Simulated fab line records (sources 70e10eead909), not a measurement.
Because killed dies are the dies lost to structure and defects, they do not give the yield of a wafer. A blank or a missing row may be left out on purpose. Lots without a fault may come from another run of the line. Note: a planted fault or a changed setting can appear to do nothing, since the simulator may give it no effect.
Comparing a struck lot with a sound one -- flow nand-harc -- 15 steps out of a route of 1302
Sound: wafers L837.2, L837.5, L837.6. Struck: wafer L849.5. (L849.2 of the same lot was not struck and is left out.) The cause comes at the end.
At each step with rows: each side's tool, then ch and its chambers, then its first start. Under that, the readings that differ: sound wafers -- struck wafers -- difference of the means -- sigmas: that difference in standard deviations of wafers without a fault.
alike: a reading whose means differ by less than 2 such deviations, as well as words and numbers matching on both sides. not compared: withheld readings; readings where some wafer has no value; bounds like >300 that might hide an equal value; numbers whose values overlap and for which the record gives no deviation.
Wherever a step has rows on one side only, a row that says differs or no value, or a row with sigmas, the two part there. Numbers that have no deviation but don't overlap get no sigmas and don't part them. A reading missing from all wafers of one side parts the sides only when that side holds two or more wafers.

NHARC_A_ONON_D2_THK_MEAS_05: measures by ellipsometry.
  sound on film-metro-01, day 12 07:08; struck on film-metro-01, day 18 05:38
  alike: thk-nm
following that, 1 step holds no rows for these wafers, namely NHARC_A_ONON_D2_DEP_06 (target thickness 1000 nm).
NHARC_A_ONON_D2_THK_MEAS_08: measures by ellipsometry.
  sound on film-metro-01, day 12 07:43; struck on film-metro-01, day 18 06:12
  alike: thk-nm
following that, 1 step holds no rows for these wafers, namely NHARC_A_ONON_D2_DEP_09 (target thickness 1000 nm).
NHARC_A_ONON_D2_THK_MEAS_11: measures by ellipsometry.
  sound on film-metro-01, day 12 08:17; struck on film-metro-02, day 18 06:46
  alike: thk-nm
following that, 1 step holds no rows for these wafers, namely NHARC_A_ONON_D2_DEP_12 (target thickness 1000 nm).
NHARC_A_ONON_D2_THK_MEAS_14: measures by ellipsometry.
  sound on film-metro-01, day 12 08:50; struck on film-metro-02, day 18 07:20
  alike: thk-nm
then, 2 steps without rows for these wafers: NHARC_A_ONON_D2_ANNEAL_15 (time 3600 s); NHARC_A_ONON_D2_DEP_16 (target thk 1000 nm).
NHARC_A_ONON_D2_THK_MEAS_18: measures by ellipsometry.
  sound on film-metro-01, day 12 19:10; struck on film-metro-02, day 18 15:05
  alike: thk-nm
following that, 1 step holds no rows for these wafers, namely NHARC_A_ONON_D2_DEP_19 (target thickness 1000 nm).
NHARC_A_ONON_D2_THK_MEAS_21: measures by ellipsometry.
  sound on film-metro-02, day 12 19:44; struck on film-metro-02, day 18 15:39
  alike: thk-nm
NHARC_A_ONON_D2_DEP_22: target thk 1000 nm.
  sound on pecvd-onon-03 ch 0, day 12 19:51; struck on pecvd-onon-03 ch 0, day 18 15:46
  alike: n2o-flow-sccm
NHARC_A_ONON_D2_THK_MEAS_24: measures by ellipsometry.
  sound on film-metro-01, day 12 20:18; struck on film-metro-02, day 18 16:13
reading,sound,struck,difference,sigmas
thk-nm (nm),990 991 990,285,-705,-86
following that, 1 step holds no rows for these wafers, namely NHARC_A_ONON_D2_DEP_25 (target thickness 1000 nm).

== WHERE THEY PART ==
NHARC_A_ONON_D2_THK_MEAS_24 only, going by this record.

WHY: what the simulator had put in
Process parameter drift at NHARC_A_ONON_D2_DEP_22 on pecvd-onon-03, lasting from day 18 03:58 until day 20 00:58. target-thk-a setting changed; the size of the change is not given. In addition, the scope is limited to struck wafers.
